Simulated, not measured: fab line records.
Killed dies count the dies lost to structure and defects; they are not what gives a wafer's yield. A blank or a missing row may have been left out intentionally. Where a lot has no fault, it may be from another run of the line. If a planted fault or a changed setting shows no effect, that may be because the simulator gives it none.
Split-lot experiment + flow n5Finfet + on a route of 1938 steps: 7 lots, 21 wafers read

ABOUT THE SPLIT
At N5_WELL_APT_COAT_02 (resist thk 950 nm), the setting spinRpm was moved away from the recipe's 1357 rpm on 7 of the 21 wafers read, by -7.6% to +10.5%. The other wafers ran this setting at the recipe's value.

The split's own step is where the reading is taken.

THE READING
coat_of_WELL_APT_COAT_02.thkNm (the simulator's own value, which no gauge read), in nm, at N5_WELL_APT_COAT_02 (resist thk 950 nm). The file gives no usual value for it. The 14 wafers here that ran the recipe average 948.3 nm, standard deviation 2.4 nm.

| wafer  | tool, chamber at the split | spinRpm as run, rpm | against the recipe | coat_of_WELL_APT_COAT_02.thkNm, nm | against lot-mates on the recipe |
|--------|----------------------------|---------------------|--------------------|------------------------------------|---------------------------------|
| L077.1 | lithoTrack-02, 0           | 1254                | -7.6%              | 988.4                              | +39.4                           |
| L077.2 | lithoTrack-02, 0           | 1254                | -7.6%              | 989.5                              | +40.5                           |
| L077.5 | lithoTrack-02, 0           | 1357                | recipe             | 949                                | -                               |
| L078.1 | lithoTrack-02, 0           | 1357                | recipe             | 950.1                              | -                               |
| L078.2 | lithoTrack-02, 0           | 1357                | recipe             | 948.5                              | -                               |
| L078.4 | lithoTrack-02, 0           | 1357                | recipe             | 948.6                              | -                               |
| L079.2 | lithoTrack-03, 0           | 1357                | recipe             | 948                                | -                               |
| L079.5 | lithoTrack-03, 0           | 1357                | recipe             | 948.2                              | -                               |
| L079.6 | lithoTrack-03, 0           | 1499                | +10.5%             | 902.1                              | -46.0                           |
| L080.3 | lithoTrack-05, 0           | 1310                | -3.5%              | 961.3                              | +16.8                           |
| L080.4 | lithoTrack-05, 0           | 1310                | -3.5%              | 962.4                              | +17.9                           |
| L080.6 | lithoTrack-05, 0           | 1357                | recipe             | 944.5                              | -                               |
| L085.2 | lithoTrack-03, 0           | 1357                | recipe             | 951.5                              | -                               |
| L085.5 | lithoTrack-03, 0           | 1357                | recipe             | 954                                | -                               |
| L085.6 | lithoTrack-03, 0           | 1465                | +8.0%              | 916.9                              | -35.9                           |
| L092.3 | lithoTrack-05, 0           | 1357                | recipe             | 947.9                              | -                               |
| L092.4 | lithoTrack-05, 0           | 1357                | recipe             | 948.3                              | -                               |
| L092.6 | lithoTrack-05, 0           | 1357                | recipe             | 946.6                              | -                               |
| L094.2 | lithoTrack-05, 0           | 1357                | recipe             | 945                                | -                               |
| L094.3 | lithoTrack-05, 0           | 1357                | recipe             | 945.8                              | -                               |
| L094.6 | lithoTrack-05, 0           | 1455                | +7.2%              | 917.3                              | -28.1                           |

THE FIT
A straight line over all 21 wafers: coat_of_WELL_APT_COAT_02.thkNm changes by -4.59 nm for each +1% of spinRpm; r = -0.99; the points scatter about the line by 3.1 nm.
The same after taking each lot's own level away (the mean of its wafers on the recipe; 21 wafers): -4.67 nm for each +1%; r = -1.00; scatter 1.9 nm.
According to that fit, moving spinRpm by its largest amount changes the reading by 49 nm.
The span of the lots' own levels, 944.50 to 952.75 nm, comes to 3.4 times the standard deviation stated above.
The two slopes agree, so the slope changes little with the lot-to-lot level.
Check: with one of the wafers moved furthest among these (+10.5%) left out of the fit, the line predicts -48.8 nm for it against its lot-mates. It came out at -46 nm against them.

FILE'S OWN FIT
coat_of_WELL_APT_COAT_02.thkNm changes by -4.52 nm for each +1% of spinRpm, r = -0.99.
